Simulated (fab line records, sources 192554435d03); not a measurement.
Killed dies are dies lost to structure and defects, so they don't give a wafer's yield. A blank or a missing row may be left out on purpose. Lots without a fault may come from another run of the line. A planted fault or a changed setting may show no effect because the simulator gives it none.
fab line records | flow n5_finfet
record lots=7 wafers=21
route steps=1938 shown BEOL_M2@887 BEOL_M3@977 BEOL_M4@1040 BEOL_M5@1116 BEOL_M6@1200
start_h: hours from the record's first day to the start of the lot's first wafer shown | wait_h: hours since the lot's step before | " the same as in the row above | L1.1+2: a row that stands for several wafers | - no value, or no start given | * or withheld: withheld | < > ~ a bound
route shown NAME@n: a module of which the file shows steps, and the number in the route of the first | usual: mean/standard deviation of fault-free wafers | same: alike in all rows | chamber/n: place in a boat | sites: the reading at each site | _std_site: their standard deviation | _edge_site: outer sites' mean less inner sites' | radius_mm: how far each site lies from the wafer's centre | mask NAME#n: copy n | behind: the tool/chamber that last shaped the wafer | hold: why the lot was held/for how many hours/how that ended | device: the transistor (n, p or np) that didn't switch | end of line: the same wafers' tests at the end of the route | a step without rows: its recipe alone | killed: dies lost to structure and defects at the first sort, not the wafer's yield | map: a wafer's dies, x killed, . not, _ none there
set.NAME: the setting as run; set.NAME@STEP: as run at that earlier step | model.NAME: the simulator's own value behind a step, which no gauge read
lots whose settings were changed on purpose; a table a step, a row a wafer
## steps
# step N5_BEOL_M2_VIA_ETCH_34
# recipe chemistry=C4F6/O2 target_depth_a=694 mask_material=SOC pressure_mtorr=15 ion_energy_ev=250 taper_deg=4 time_s=65.9 source_w=350 bias_w=170 Ar_flow_sccm=300 C4F6_flow_sccm=10 O2_flow_sccm=10
# usual rf_vpp_V=667/5.1
# columns lot.wafer tool chamber start_h wait_h set.source_w rf_vpp_V
L075.2 rie_diel-06 1 165.51 0.0 350 668
L075.3 " 2 " " 350 673
L075.6 " 3 " " 374 650
L081.2 rie_diel-03 3 185.18 0.0 350 667
L081.3 " 0 " " 350 667
L081.6 " 3 " " 350 668
L082.2 rie_diel-05 1 185.21 0.0 350 672
L082.5 " 3 " " 350 669
L082.6 " 0 " " 350 661
L083.2 rie_diel-03 1 195.18 0.0 317.9 707
L083.3 " 3 " " 350 667
L083.4 " 2 " " 317.9 690
L086.2 rie_diel-06 2 219.75 0.0 350 672
L086.3 " 3 " " 350 672
L086.6 " 0 " " 350 666
L089.1 rie_diel-05 2 269.94 0.0 350 674
L089.5 " 1 " " 350 671
L089.6 " 0 " " 350 659
L093.1 rie_diel-06 0 286.47 0.0 350 666
L093.3 " 1 " " 309 710
L093.4 " 1 " " 350 667
# step N5_BEOL_M2_STRIP_83
# recipe chemistry=C4F6/O2 resist=SiARC rf_frequency_hz=6e+07
# step N5_BEOL_M2_STRIP_36
# recipe chemistry=N2/H2 power_w=450 temp_c=40 pressure_mtorr=20 rf_frequency_hz=6e+07 overash_fraction=0.3 bias_power_w=7 h2_frac=0.5 n2_flow_sccm=200 h2_flow_sccm=200
# step N5_BEOL_M2_PRECLEAN_42
# recipe chemistry=residue_remover time_s=60 temp_c=40
# step N5_BEOL_M2_SRD_43
# recipe time_s=30 temp_c=23 rinse_liquid=diw dry=ipa_marangoni
# step N5_BEOL_M2_CD_MEAS_35
# recipe target_cd_nm=18 target_cd_y_nm=22.2 polarity=opening
# usual cd_nm=17.99/0.3
# columns lot.wafer tool chamber start_h wait_h set.dose_mj@BEOL_M2_EXPOSE_08 cd_nm
L075.2 cd_sem-03 - 165.92 0.0 41.25 17.66
L075.3 " - " " 41.25 18.05
L075.6 " - " " 41.25 18.07
L081.2 cd_sem-01 - 185.58 0.0 41.25 18.40
L081.3 " - " " 39.09 16.58
L081.6 " - " " 39.09 17.12
L082.2 cd_sem-03 - 185.63 0.0 43.32 18.96
L082.5 " - " " 41.25 17.90
L082.6 " - " " 41.25 18.44
L083.2 cd_sem-01 - 195.58 0.0 42.46 18.42
L083.3 " - " " 41.25 18.30
L083.4 " - " " 41.25 17.79
L086.2 cd_sem-01 - 220.16 0.0 41.25 18.58
L086.3 " - " " 41.25 18.63
L086.6 " - " " 41.25 18.27
L089.1 cd_sem-01 - 270.36 0.0 43.52 19.09
L089.5 " - " " 43.52 18.92
L089.6 " - " " 43.52 18.93
L093.1 cd_sem-01 - 286.92 0.0 41.25 18.09
L093.3 " - " " 39.45 16.75
L093.4 " - " " 39.45 17.05
# step N5_BEOL_M3_VIA_ETCH_34
# recipe chemistry=C4F6/O2 target_depth_a=694 mask_material=SOC pressure_mtorr=15 ion_energy_ev=250 taper_deg=4 time_s=65.9 source_w=350 bias_w=170 Ar_flow_sccm=300 C4F6_flow_sccm=10 O2_flow_sccm=10
# usual rf_vpp_V=667/5.8
# columns lot.wafer tool chamber start_h wait_h set.bias_w rf_vpp_V model.etch.depth_nm
L075.2 rie_diel-04 0 175.55 0.0 170 679 67.94
L075.3 " 2 " " 170 668 67.97
L075.6 " 2 " " 170 667 68.48
L081.2 rie_diel-04 3 208.67 0.0 170 662 69.2
L081.3 " 2 " " 170 669 67.64
L081.6 " 2 " " 170 669 68.13
L082.2 rie_diel-02 0 208.81 0.0 141.6 581 64.47
L082.5 " 0 " " 170 674 68.71
L082.6 " 1 " " 170 663 69.36
L083.2 rie_diel-02 3 224.91 0.0 170 670 69.04
L083.3 " 0 " " 170 673 68.23
L083.4 " 1 " " 170 662 69.15
L086.2 rie_diel-01 2 247.08 0.0 170 655 69.06
L086.3 " 3 " " 170 666 68.1
L086.6 " 0 " " 170 672 68.27
L089.1 rie_diel-02 1 286.65 0.0 170 661 69.65
L089.5 " 3 " " 170 670 70.11
L089.6 " 2 " " 147.9 597 67.12
L093.1 rie_diel-02 0 307.00 0.0 190.1 735 70.25
L093.3 " 1 " " 190.1 723 71.7
L093.4 " 3 " " 190.1 732 72.18
# step N5_BEOL_M3_TRENCH_ETCH_37
# recipe chemistry=C4F6/O2 target_depth_a=555.55 target=SiOC time_s=29.2 ion_energy_ev=250 pressure_mtorr=30 source_w=355 bias_w=185 Ar_flow_sccm=300 C4F6_flow_sccm=10 O2_flow_sccm=10
# usual rf_vpp_V=667/6
# columns lot.wafer tool chamber start_h wait_h set.source_w rf_vpp_V model.BEOL_M3.feature_depth_nm model.etch.depth_nm
L075.2 rie_diel-04 0 - - 375.8 659 55.2 55.13
L075.3 " 2 " " 355 668 54 54.08
L075.6 " 2 " " 355 669 54.4 54.35
L081.2 rie_diel-04 3 - - 355 661 55.2 55.16
L081.3 " 2 " " 328.2 695 52.6 52.56
L081.6 " 2 " " 328.2 695 52.8 52.84
L082.2 rie_diel-02 0 - - 301.7 730 51.2 51.18
L082.5 " 0 " " 355 674 54.2 54.16
L082.6 " 1 " " 301.7 720 52 51.99
L083.2 rie_diel-02 3 - - 355 670 55 54.97
L083.3 " 0 " " 312.7 718 51.4 51.39
L083.4 " 1 " " 312.7 707 53.2 53.11
L086.2 rie_diel-01 2 - - 355 657 55.4 55.38
L086.3 " 3 " " 355 666 54.8 54.85
L086.6 " 0 " " 355 670 55.6 55.54
L089.1 rie_diel-02 1 - - 355 660 55.4 55.39
L089.5 " 3 " " 394.7 633 57.6 57.65
L089.6 " 2 " " 355 664 55.8 55.88
L093.1 rie_diel-02 0 - - 355 673 55.2 55.13
L093.3 " 1 " " 355 661 55.4 55.34
L093.4 " 3 " " 355 669 55.6 55.68
# step N5_BEOL_M3_ETCH_41
# recipe chemistry=CH3F/O2 target=SiCN target_depth_a=299 taper_deg=2 time_s=52.5 ion_energy_ev=120 mask_material=TiN pressure_mtorr=30 source_w=395 bias_w=75 Ar_flow_sccm=150 CH3F_flow_sccm=30 O2_flow_sccm=20
# step N5_BEOL_M3_STRIP_97
# recipe chemistry=N2/H2 time_s=10 power_w=450 temp_c=40 pressure_mtorr=20 rf_frequency_hz=6e+07 bias_power_w=7 n2_flow_sccm=200 h2_flow_sccm=200
# step N5_BEOL_M3_OCD_MEAS_38
# usual trench_depth_nm=55.0/0.79
# columns lot.wafer tool chamber start_h wait_h set.source_w@BEOL_M3_TRENCH_ETCH_37 trench_depth_nm
L075.2 ocd-02 - 175.81 - 375.8 54.5
L075.3 " - " " 355 54.3
L075.6 " - " " 355 54.2
L081.2 ocd-02 - 208.92 - 355 55.6
L081.3 " - " " 328.2 52.5
L081.6 " - " " 328.2 52.8
L082.2 ocd-01 - 209.07 - 301.7 51.3
L082.5 " - " " 355 54.1
L082.6 " - " " 301.7 51.7
L083.2 ocd-02 - 225.17 - 355 54.8
L083.3 " - " " 312.7 51.4
L083.4 " - " " 312.7 52.7
L086.2 ocd-01 - 247.33 - 355 55.2
L086.3 " - " " 355 54.5
L086.6 " - " " 355 55.2
L089.1 ocd-02 - 286.91 - 355 55.6
L089.5 " - " " 394.7 57.2
L089.6 " - " " 355 55.6
L093.1 ocd-01 - 307.25 - 355 55.0
L093.3 " - " " 355 55.2
L093.4 " - " " 355 55.6
# step N5_BEOL_M4_ETCH_64
# recipe chemistry=N2/H2 target=SOC target_depth_a=750 overetch_a=225 mask_material=SiARC temp_c=40 time_s=121.9 ion_energy_ev=200 pressure_mtorr=30 source_w=840 bias_w=150 n2_flow_sccm=200 h2_flow_sccm=200
# usual rf_vpp_V=523.5/2.3
# columns lot.wafer tool chamber start_h wait_h set.bias_w rf_vpp_V model.SiARC_of_BEOL_M4_COAT_62.thk_nm
L075.2 rie_diel-06 2 181.47 0.0 150 523.1 6.2
L075.3 " 3 " " 172.7 573.0 5.2
L075.6 " 0 " " 150 519.1 6.4
L081.2 rie_diel-03 0 214.48 0.0 150 523.8 6.4
L081.3 " 2 " " 168.4 557.6 5.4
L081.6 " 1 " " 150 524.9 6.2
L082.2 rie_diel-06 1 217.61 0.0 150 525.9 6.4
L082.5 " 0 " " 150 523.0 6.4
L082.6 " 1 " " 162.4 553.2 5.6
L083.2 rie_diel-03 3 230.79 0.0 164.5 554.9 5.6
L083.3 " 1 " " 164.5 557.2 5.6
L083.4 " 2 " " 150 517.9 6.4
L086.2 rie_diel-06 3 252.14 0.0 150 524.4 6.2
L086.3 " 1 " " 150 525.0 6.2
L086.6 " 0 " " 150 521.6 6.4
L089.1 rie_diel-05 3 292.31 0.0 150 524.0 6.4
L089.5 " 3 " " 150 524.4 6.2
L089.6 " 2 " " 150 522.8 6.4
L093.1 rie_diel-03 1 313.32 0.0 164.4 555.7 5.6
L093.3 " 0 " " 164.4 554.8 5.8
L093.4 " 3 " " 150 525.1 6.4
# step N5_BEOL_M5_HM_DEP_02
# recipe material=TiN target_thk_a=200 temp_c=25 chamber_pressure_pa=0.49996
# columns lot.wafer tool chamber start_h wait_h set.target_thk_a model.TiN_of_BEOL_M5_HM_DEP_02.thk_nm
L075.2 pvd_sputter-03 - 195.72 2.5 188.8 19
L075.3 " - " " 188.8 18.4
L075.6 " - " " 200 19.8
L081.2 pvd_sputter-03 - 223.34 0.9 190.3 18.8
L081.3 " - " " 190.3 18.6
L081.6 " - " " 200 19.8
L082.2+5 pvd_sputter-01 - 226.49 0.8 200 19.8
L082.6 " - " " 200 19.6
L083.2 pvd_sputter-01 - 251.11 1.8 191.3 19.4
L083.3+4 " - " " 191.3 19
L086.2 pvd_sputter-01 - 291.26 1.9 200 20.2
L086.3+6 " - " " 200 20
L089.1+6 pvd_sputter-02 - 319.44 0.6 200 20.2
L089.5 " - " " 200 20
L093.1+3+4 pvd_sputter-02 - 340.72 0.5 200 19.8
# step N5_BEOL_M5_COAT_60
# recipe resist=SiARC temp_c=220 time_s=60 spin_rpm=1500 resist_thk_nm=12
# columns lot.wafer tool chamber start_h wait_h set.spin_rpm model.SiARC_of_BEOL_M5_COAT_60.thk_nm
L075.2+6 litho_track-04 0 - - 1500 12
L075.3 " 0 " " 1596 11.6
L081.2+3+6 litho_track-03 0 - - 1500 12
L082.2+5 litho_track-03 0 - - 1438 12.2
L082.6 " 0 " " 1500 12
L083.2+3+4 litho_track-03 0 - - 1500 12
L086.2+3+6 litho_track-04 0 - - 1500 12
L089.1+5 litho_track-05 0 - - 1597 11.6
L089.6 " 0 " " 1500 12
L093.1 litho_track-04 0 - - 1623 11.6
L093.3+4 " 0 " " 1500 12
# step N5_BEOL_M5_COAT_71
# recipe resist=underlayer temp_c=205 time_s=60 spin_rpm=1500 resist_thk_nm=5
# step N5_BEOL_M5_COAT_05
# recipe resist=CAR-EUV spin_rpm=1500 resist_thk_nm=30
# step N5_BEOL_M5_DESCUM_16
# recipe chemistry=O2 time_s=7 source_power_w=50 bias_power_w=20 pressure_mtorr=20 rf_frequency_hz=2.712e+07 temp_c=40 resist=CAR-EUV o2_flow_sccm=225
# step N5_BEOL_M5_ETCH_72
# recipe chemistry=N2/H2 target=underlayer target_depth_a=65 mask_material=CAR-EUV time_s=5.2 ion_energy_ev=200 pressure_mtorr=30 source_w=840 bias_w=150 n2_flow_sccm=200 h2_flow_sccm=200 ends=cleared
# step N5_BEOL_M5_ETCH_61
# recipe chemistry=CF4 target=SiARC target_depth_a=156 mask_material=CAR-EUV time_s=26 ion_energy_ev=80 pressure_mtorr=40 source_w=545 bias_w=36 Ar_flow_sccm=100 cf4_flow_sccm=100 ends=cleared
# columns lot.wafer tool chamber start_h wait_h set.spin_rpm@BEOL_M5_COAT_60 model.etch.depth_nm
L075.2+6 rie_diel-04 3,2 196.41 0.0 1500 12.05
L075.3 " 2 " " 1596 11.67
L081.2+3 rie_diel-01 3,0 223.91 0.0 1500 12.01
L081.6 " 2 " " 1500 11.98
L082.2 rie_diel-01 3 227.13 0.0 1438 12.25
L082.5 " 3 " " 1438 12.24
L082.6 " 0 " " 1500 11.98
L083.2 rie_diel-04 2 251.90 0.0 1500 12.01
L083.3 " 0 " " 1500 12
L083.4 " 3 " " 1500 12.04
L086.2+6 rie_diel-02 1,2 291.97 0.0 1500 12.03
L086.3 " 2 " " 1500 12.07
L089.1 rie_diel-02 0 320.32 0.0 1597 11.65
L089.5 " 0 " " 1597 11.64
L089.6 " 3 " " 1500 12.05
L093.1 rie_diel-04 1 341.41 0.0 1623 11.62
L093.3 " 3 " " 1500 12.07
L093.4 " 2 " " 1500 12.09
# step N5_BEOL_M5_ETCH_62
# recipe chemistry=N2/H2 target=SOC target_depth_a=750 overetch_a=150 mask_material=SiARC temp_c=40 time_s=112.5 ion_energy_ev=200 pressure_mtorr=30 source_w=840 bias_w=150 n2_flow_sccm=200 h2_flow_sccm=200
# step N5_BEOL_M5_STRIP_63
# recipe chemistry=N2/H2 temp_c=40 n2_flow_sccm=200 h2_flow_sccm=200 rf_frequency_hz=6e+07
# step N5_BEOL_M5_STRIP_73
# recipe chemistry=N2/H2 temp_c=40 n2_flow_sccm=200 h2_flow_sccm=200 rf_frequency_hz=6e+07
# step N5_BEOL_M5_STRIP_64
# recipe chemistry=CF4 resist=SiARC power_w=300 bias_power_w=75 pressure_mtorr=50 cf4_flow_sccm=150 rf_frequency_hz=6e+07
# step N5_BEOL_M5_HM_OPEN_17
# recipe chemistry=Cl2/BCl3 target_depth_a=200 overetch_a=60 target=TiN mask_material=SOC ion_energy_ev=150 pressure_mtorr=10 icp_w=1000 bias_w=126 Cl2_flow_sccm=53.25 bcl3_flow_sccm=21.75 Ar_flow_sccm=25
# columns lot.wafer tool chamber start_h wait_h set.target_thk_a@BEOL_M5_HM_DEP_02 model.etch.depth_nm
L075.2 rie_metal-01 1 196.61 0.0 188.8 18.97
L075.3 " 0 " " 188.8 18.41
L075.6 " 0 " " 200 19.84
L081.2 rie_metal-01 1 224.11 0.0 190.3 18.82
L081.3 " 1 " " 190.3 18.7
L081.6 " 1 " " 200 19.83
L082.2 rie_metal-02 1 227.33 0.0 200 19.78
L082.5 " 1 " " 200 19.76
L082.6 " 0 " " 200 19.63
L083.2 rie_metal-03 0 252.09 0.0 191.3 19.42
L083.3 " 1 " " 191.3 19.08
L083.4 " 0 " " 191.3 19.05
L086.2 rie_metal-01 1 292.17 0.0 200 20.28
L086.3+6 " 1,0 " " 200 20.05
L089.1 rie_metal-02 0 320.52 0.0 200 20.12
L089.5 " 0 " " 200 20.07
L089.6 " 0 " " 200 20.18
L093.1 rie_metal-03 0 341.60 0.0 200 19.75
L093.3 " 1 " " 200 19.78
L093.4 " 0 " " 200 19.7
# step N5_BEOL_M5_STRIP_19
# recipe chemistry=O2 power_w=400 temp_c=40 pressure_mtorr=30 rf_frequency_hz=6e+07 bias_power_w=0 overash_fraction=0.2 o2_flow_sccm=225
# step N5_BEOL_M5_STRIP_85
# recipe chemistry=C4F6/O2 resist=SiARC rf_frequency_hz=6e+07
# step N5_BEOL_M5_STRIP_36
# recipe chemistry=N2/H2 power_w=450 temp_c=40 pressure_mtorr=20 rf_frequency_hz=6e+07 overash_fraction=0.3 bias_power_w=7 h2_frac=0.5 n2_flow_sccm=200 h2_flow_sccm=200
# step N5_BEOL_M5_TRENCH_ETCH_37
# recipe chemistry=C4F6/O2 target_depth_a=716.52 target=SiCOH_lowk time_s=24.7 ion_energy_ev=250 pressure_mtorr=30 source_w=345 bias_w=185 Ar_flow_sccm=300 C4F6_flow_sccm=10 O2_flow_sccm=10
# columns lot.wafer tool chamber start_h wait_h set.target_thk_a@BEOL_M5_HM_DEP_02 model.TiN_of_BEOL_M5_HM_DEP_02.thk_nm
L075.2 rie_diel-02 3 - - 188.8 16.8
L075.3 " 2 " " 188.8 16.4
L075.6 " 2 " " 200 17.8
L081.2 rie_diel-01 3 - - 190.3 16.8
L081.3 " 0 " " 190.3 16.6
L081.6 " 1 " " 200 17.8
L082.2+5 rie_diel-04 1,2 - - 200 17.8
L082.6 " 3 " " 200 17.6
L083.2 rie_diel-01 3 - - 191.3 17.4
L083.3+4 " 0,2 " " 191.3 17
L086.2 rie_diel-04 1 - - 200 18.2
L086.3+6 " 2,0 " " 200 18
L089.1+5+6 rie_diel-01 1,2,3 - - 200 18
L093.1+3+4 rie_diel-02 2,1,0 - - 200 17.6
# step N5_BEOL_M6_COAT_60
# recipe resist=SiARC temp_c=220 time_s=60 spin_rpm=1500 resist_thk_nm=35
# columns lot.wafer tool chamber start_h wait_h set.spin_rpm model.SiARC_of_BEOL_M6_COAT_60.thk_nm
L075.2 litho_track-02 0 - - 1500 35.2
L075.3 " 0 " " 1406 36.2
L075.6 " 0 " " 1406 36.4
L081.2 litho_track-01 0 - - 1500 35.2
L081.3 " 0 " " 1500 34.8
L081.6 " 0 " " 1500 35
L082.2 litho_track-04 0 - - 1500 35.2
L082.5 " 0 " " 1649 33.6
L082.6 " 0 " " 1500 35
L083.2 litho_track-01 0 - - 1414 36
L083.3 " 0 " " 1500 35
L083.4 " 0 " " 1414 36.2
L086.2+6 litho_track-02 0 - - 1500 35
L086.3 " 0 " " 1500 34.8
L089.1 litho_track-01 0 - - 1393 36.2
L089.5 " 0 " " 1500 34.8
L089.6 " 0 " " 1500 35
L093.1 litho_track-02 0 - - 1556 34.2
L093.3+4 " 0 " " 1500 35
# step N5_BEOL_M6_COAT_05
# recipe resist=CAR-ArF spin_rpm=1500 resist_thk_nm=90
# step N5_BEOL_M6_EBR_07
# recipe solvent=PGMEA ebr_width_mm=1.5
# step N5_BEOL_M6_DESCUM_16
# recipe chemistry=O2 time_s=7.9 source_power_w=50 bias_power_w=20 pressure_mtorr=20 rf_frequency_hz=2.712e+07 temp_c=40 resist=CAR-ArF o2_flow_sccm=225
# step N5_BEOL_M6_ETCH_61
# recipe chemistry=CF4 target=SiARC target_depth_a=455 mask_material=CAR-ArF time_s=75.8 ion_energy_ev=80 pressure_mtorr=40 source_w=545 bias_w=36 Ar_flow_sccm=100 cf4_flow_sccm=100 ends=cleared
# columns lot.wafer tool chamber start_h wait_h set.spin_rpm@BEOL_M6_COAT_60 model.CAR-ArF_of_BEOL_M6_COAT_05.thk_nm model.etch.depth_nm
L075.2 rie_diel-05 2 209.98 0.0 1500 50.8 35.18
L075.3 " 0 " " 1406 50 36.16
L075.6 " 0 " " 1406 49.8 36.3
L081.2 rie_diel-03 0 236.70 0.0 1500 50.8 35.12
L081.3 " 1 " " 1500 50.8 34.87
L081.6 " 1 " " 1500 51 35.01
L082.2 rie_diel-03 1 240.93 0.0 1500 51 35.12
L082.5 " 1 " " 1649 52.4 33.58
L082.6 " 2 " " 1500 50.8 35.08
L083.2 rie_diel-05 3 270.24 0.0 1414 50 36.07
L083.3 " 2 " " 1500 50.8 35.02
L083.4 " 0 " " 1414 49.8 36.12
L086.2 rie_diel-03 1 306.42 0.0 1500 50.4 35
L086.3 " 3 " " 1500 50.6 34.89
L086.6 " 0 " " 1500 50.6 34.92
L089.1 rie_diel-05 2 332.19 0.0 1393 49.8 36.29
L089.5 " 3 " " 1500 51 34.88
L089.6 " 2 " " 1500 51 34.92
L093.1 rie_diel-06 0 357.55 0.0 1556 51.8 34.3
L093.3 " 1 " " 1500 51 35.02
L093.4 " 3 " " 1500 51.2 34.91
# step N5_BEOL_M6_DEP_56
# recipe material=SiCN target_thk_a=100 temp_c=withheld precursor=3MS/NH3 pressure_torr=3 rf_w=202 time_s=17.5
# columns lot.wafer tool chamber start_h wait_h set.time_s model.SiCN_of_BEOL_M6_DEP_56.thk_nm
L075.2+3 pecvd-04 1 214.98 0.1 17.5 10
L075.6 " 1 " " 17.5 9.8
L081.2 pecvd-04 0 244.82 0.0 17.5 9.6
L081.3+6 " 2,1 " " 17.5 10
L082.2 pecvd-04 1 245.37 0.0 15.54 9
L082.5 " 2 " " 17.5 10.4
L082.6 " 0 " " 17.5 10.2
L083.2+3 pecvd-01 2 279.14 0.0 17.5 10.4
L083.4 " 0 " " 19.56 11.6
L086.2 pecvd-04 0 310.39 0.0 17.5 10
L086.3+6 " 1,2 " " 17.5 10.2
L089.1 pecvd-03 1 338.07 0.0 17.5 10
L089.5+6 " 0,1 " " 17.5 10.2
L093.1+4 pecvd-03 0 367.55 0.0 16.47 9.6
L093.3 " 2 " " 17.5 10.2
## key
split step=N5_BEOL_M2_VIA_ETCH_34 setting=source_w stated=350 by=wafer
response step=N5_BEOL_M2_VIA_ETCH_34 reading=rf_vpp_V change=-3.49 per=1% r=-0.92
split step=N5_BEOL_M3_VIA_ETCH_34 setting=bias_w stated=170 by=wafer
response step=N5_BEOL_M3_VIA_ETCH_34 reading=rf_vpp_V change=+5.23 per=1% r=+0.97
response step=N5_BEOL_M3_VIA_ETCH_34 reading=model.etch.depth_nm change=+0.25 per=1% r=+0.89
split step=N5_BEOL_M3_TRENCH_ETCH_37 setting=source_w stated=355 by=wafer
response step=N5_BEOL_M3_TRENCH_ETCH_37 reading=rf_vpp_V change=-3.27 per=1% r=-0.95
response step=N5_BEOL_M3_TRENCH_ETCH_37 reading=model.BEOL_M3.feature_depth_nm change=+0.203 per=1% r=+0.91
response step=N5_BEOL_M3_TRENCH_ETCH_37 reading=model.etch.depth_nm change=+0.201 per=1% r=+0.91
response step=N5_BEOL_M3_OCD_MEAS_38 reading=trench_depth_nm change=+0.196 per=1% r=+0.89
split step=N5_BEOL_M4_ETCH_64 setting=bias_w stated=150 by=wafer
response step=N5_BEOL_M4_ETCH_64 reading=rf_vpp_V change=+3.3 per=1% r=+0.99
response step=N5_BEOL_M4_ETCH_64 reading=model.SiARC_of_BEOL_M4_COAT_62.thk_nm change=-0.077 per=1% r=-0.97
split step=N5_BEOL_M5_HM_DEP_02 setting=target_thk_a stated=200 by=wafer
response step=N5_BEOL_M5_HM_DEP_02 reading=model.TiN_of_BEOL_M5_HM_DEP_02.thk_nm change=+0.209 per=1% r=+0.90
response step=N5_BEOL_M5_HM_OPEN_17 reading=model.etch.depth_nm change=+0.212 per=1% r=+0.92
response step=N5_BEOL_M5_TRENCH_ETCH_37 reading=model.TiN_of_BEOL_M5_HM_DEP_02.thk_nm change=+0.22 per=1% r=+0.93
split step=N5_BEOL_M5_COAT_60 setting=spin_rpm stated=1500 by=wafer
response step=N5_BEOL_M5_COAT_60 reading=model.SiARC_of_BEOL_M5_COAT_60.thk_nm change=-0.0554 per=1% r=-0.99
response step=N5_BEOL_M5_ETCH_61 reading=model.etch.depth_nm change=-0.0589 per=1% r=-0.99
split step=N5_BEOL_M6_COAT_60 setting=spin_rpm stated=1500 by=wafer
response step=N5_BEOL_M6_COAT_60 reading=model.SiARC_of_BEOL_M6_COAT_60.thk_nm change=-0.171 per=1% r=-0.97
response step=N5_BEOL_M6_ETCH_61 reading=model.CAR-ArF_of_BEOL_M6_COAT_05.thk_nm change=+0.156 per=1% r=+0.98
response step=N5_BEOL_M6_ETCH_61 reading=model.etch.depth_nm change=-0.171 per=1% r=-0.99
split step=N5_BEOL_M6_DEP_56 setting=time_s stated=17.5 by=wafer
response step=N5_BEOL_M6_DEP_56 reading=model.SiCN_of_BEOL_M6_DEP_56.thk_nm change=+0.108 per=1% r=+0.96
split outside_this_file step=N5_BEOL_M2_EXPOSE_08 setting=dose_mj
# split outside_this_file: this setting was split too, and the file shows its column; the key of that split is in another file
